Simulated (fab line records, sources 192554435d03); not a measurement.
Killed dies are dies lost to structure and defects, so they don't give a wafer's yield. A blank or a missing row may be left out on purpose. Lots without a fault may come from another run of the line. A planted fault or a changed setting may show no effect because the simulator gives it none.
Which tool did it? | flow n5_finfet | 8 lots, 23 wafers sampled, at 3 steps of a route of 1938

WHAT THE GAUGES READ, wafer by wafer
N5_BEOL_M4_RC_MEAS_101. Usual: DIBL_N 36.5 mV/V, standard deviation 1.8; DIBL_P 36.5 mV/V, standard deviation 2.1; IOFF_N 0.17 nA/um, standard deviation 0.031; IOFF_P 0.22 nA/um, standard deviation 0.036; ION_N 677 uA/um, standard deviation 11; ION_P 463 uA/um, standard deviation 8; SS_N 71.6 mV/dec, standard deviation 0.61; SS_P 73.3 mV/dec, standard deviation 0.63; VT_N 249 mV, standard deviation 3.1; VT_P -250 mV, standard deviation 3.3.
lot  | measured     | on        | DIBL_N (mV/V)  | DIBL_P (mV/V)  | IOFF_N (nA/um) | IOFF_P (nA/um) | ION_N (uA/um) | ION_P (uA/um) | SS_N (mV/dec)  | SS_P (mV/dec)  | VT_N (mV)   | VT_P (mV)      | flag
L178 | day 8 08:12  | prober-01 | 37.0 34.9 37.0 | 37.2 34.1 35.9 | 0.18 0.14 0.17 | 0.21 0.16 0.19 | 689 662 683   | 466 451 453   | 71.7 70.4 71.9 | 73.5 72.6 73.4 | 244 251 248 | -254 -255 -254 |
L181 | day 8 21:28  | prober-01 | 37.0 38.6 36.6 | 36.2 39.5 36.2 | 0.16 0.19 0.15 | 0.20 0.25 0.20 | 671 691 676   | 458 474 469   | 71.6 71.3 70.8 | 73.5 74.3 73.4 | 247 247 249 | -251 -247 -248 |
L183 | day 9 20:15  | prober-02 | 35.0 35.7 33.9 | 35.6 36.2 34.9 | 0.13 0.15 0.13 | 0.19 0.20 0.18 | 667 678 675   | 465 467 463   | 70.8 71.3 70.9 | 73.1 73.9 72.5 | 249 249 251 | -251 -253 -251 |
L186 | day 10 03:55 | prober-01 | 35.8 34.3 36.0 | 36.4 34.1 36.2 | 0.17 0.15 0.17 | 0.23 0.21 0.24 | 672 671 672   | 466 465 467   | 71.5 70.8 71.8 | 73.6 72.8 74.1 | 248 246 248 | -248 -248 -245 |
L189 | day 11 03:25 | prober-01 | 36.8 37.6 34.3 | 35.4 35.9 33.2 | 0.17 0.19 0.14 | 0.22 0.24 0.20 | 663 664 667   | 456 454 457   | 71.9 72.6 71.6 | 73.8 73.5 72.9 | 250 248 250 | -248 -249 -249 |
L191 | day 11 12:56 | prober-01 | 35.1 37.4 35.0 | 35.0 38.1 35.1 | 0.14 0.18 0.14 | 0.20 0.25 0.21 | 675 676 684   | 470 462 471   | 71.0 71.0 71.4 | 72.8 73.8 72.9 | 250 248 249 | -250 -248 -249 |
L198 | day 13 21:04 | prober-02 | 33.1 36.2      | 32.2 36.9      | 0.11 0.17      | 0.17 0.22      | 649 664       | 458 463       | 70.5 72.0      | 72.9 72.4      | 253 251     | -252 -249      |
L199 | day 14 00:46 | prober-02 | 36.9 38.9 35.3 | 37.0 39.9 35.8 | 0.17 0.21 0.16 | 0.25 0.29 0.22 | 673 687 683   | 465 476 472   | 71.8 72.7 71.2 | 73.1 73.8 72.8 | 247 247 250 | -246 -243 -248 |

N5_BEOL_M14_OVL_MEAS_29. Usual: M14_OVL 6 nm, standard deviation 5.3.
lot  | measured     | on         | M14_OVL (nm) | flag
L178 | day 11 12:19 | overlay-01 | 10 9 4       |
L181 | day 12 09:17 | overlay-02 | 8 8 7        |
L183 | day 13 05:20 | overlay-02 | 6 7 14       |
L186 | day 13 06:41 | overlay-02 | -5 -4 4      |
L189 | day 14 15:05 | overlay-02 | 3 2 10       |
L191 | day 14 20:11 | overlay-02 | 1 1 -1       |
L198 | day 17 14:23 | overlay-01 | 2 9          |
L199 | day 17 00:31 | overlay-02 | 2 -3 -1      |

WHICH TOOL RAN EACH LOT (tool, then ch and the chambers of the sampled wafers, then the start)
lot  | N5_BEOL_M14_VIA_ETCH_16
L178 | rie_diel-04 ch 1,2, day 11 11:37
L181 | rie_diel-04 ch 0,3, day 12 08:35
L183 | rie_diel-05 ch 1,2, day 13 04:38
L186 | rie_diel-04 ch 0,2,3, day 13 05:59
L189 | rie_diel-04 ch 0,3, day 14 14:23
L191 | rie_diel-05 ch 2,3, day 14 19:21
L198 | rie_diel-05 ch 1,3, day 17 13:34
L199 | rie_diel-04 ch 0,1,3, day 16 23:41
- N5_BEOL_M14_VIA_ETCH_16: etches SiO2 in C4F8/O2/Ar, target depth 1231.3 nm.

WHAT THE TOOLS THEMSELVES READ (means of the sampled wafers that have a number; where no wafer has one, the mark that the record gives instead)
N5_BEOL_M14_VIA_ETCH_16. Usual: C4F8_flow_sccm 16.01 sccm, standard deviation 0.052; O2_flow_sccm 12.00 sccm, standard deviation 0.036; chamber_pressure_mTorr 20.000 mTorr, standard deviation 0.017; drypump_motor_current_A 5.8 A, standard deviation 0.43; he_inner_torr 15.003 Torr, standard deviation 0.027; oes_product_au 0.74 a.u., standard deviation 0.078; rf_vpp_V 2230 V, standard deviation 37; showerhead_plenum_p_Torr 3.47 Torr, standard deviation 0.13; throttle_valve_pct 30.8 %, standard deviation 0.32.
lot  | tool        | C4F8_flow_sccm (sccm) | O2_flow_sccm (sccm) | chamber_pressure_mTorr (mTorr) | drypump_motor_current_A (A) | he_inner_torr (Torr) | oes_product_au (a.u.) | rf_vpp_V (V) | showerhead_plenum_p_Torr (Torr) | throttle_valve_pct (%) | flag
L178 | rie_diel-04 | 16.01                 | 12.03               | 20.004                         | 5.9                         | 15.004               | 0.71                  | 2249         | 3.40                            | 30.7                   |
L181 | rie_diel-04 | 15.97                 | 11.98               | 20.001                         | 6.2                         | 14.982               | 0.82                  | 2199         | 3.52                            | 31.3                   |
L183 | rie_diel-05 | 15.99                 | 12.01               | 20.002                         | 5.4                         | 15.032               | 0.66                  | 2229         | 3.38                            | 30.7                   |
L186 | rie_diel-04 | 15.98                 | 12.00               | 20.006                         | 5.9                         | 14.998               | 0.75                  | 2232         | 3.42                            | 31.1                   |
L189 | rie_diel-04 | 15.99                 | 11.99               | 19.994                         | 6.2                         | 15.024               | 0.80                  | 2198         | 3.50                            | 31.3                   |
L191 | rie_diel-05 | 16.01                 | 11.97               | 20.017                         | 5.5                         | 15.021               | 0.82                  | 2231         | 3.46                            | 30.6                   |
L198 | rie_diel-05 | 16.00                 | 11.97               | 20.029                         | 5.7                         | 15.028               | 0.81                  | 2262         | 3.50                            | 30.6                   |
L199 | rie_diel-04 | 16.06                 | 12.01               | 20.005                         | 6.1                         | 15.006               | 0.75                  | 2216         | 3.47                            | 31.1                   |

THE ANSWER, worked out from the rows above alone
Rule: a lot is off if the mean of its wafers that have a number lies more than 3 standard deviations from the usual mean. A lot without any number at a reading at which 4 lots or more have one is off too. The other lots that the step has rows for count as sound. The gauges are gone through in route order, then the tools' own readings, and for those a lot's mean is taken as printed above. The first step at which some lot is off is used, and at that step the reading that is off furthest; a lot without a number counts as furthest.
No lot is off at any reading shown: from this, nothing can be told.

WHAT THE SIMULATOR HAD PUT IN
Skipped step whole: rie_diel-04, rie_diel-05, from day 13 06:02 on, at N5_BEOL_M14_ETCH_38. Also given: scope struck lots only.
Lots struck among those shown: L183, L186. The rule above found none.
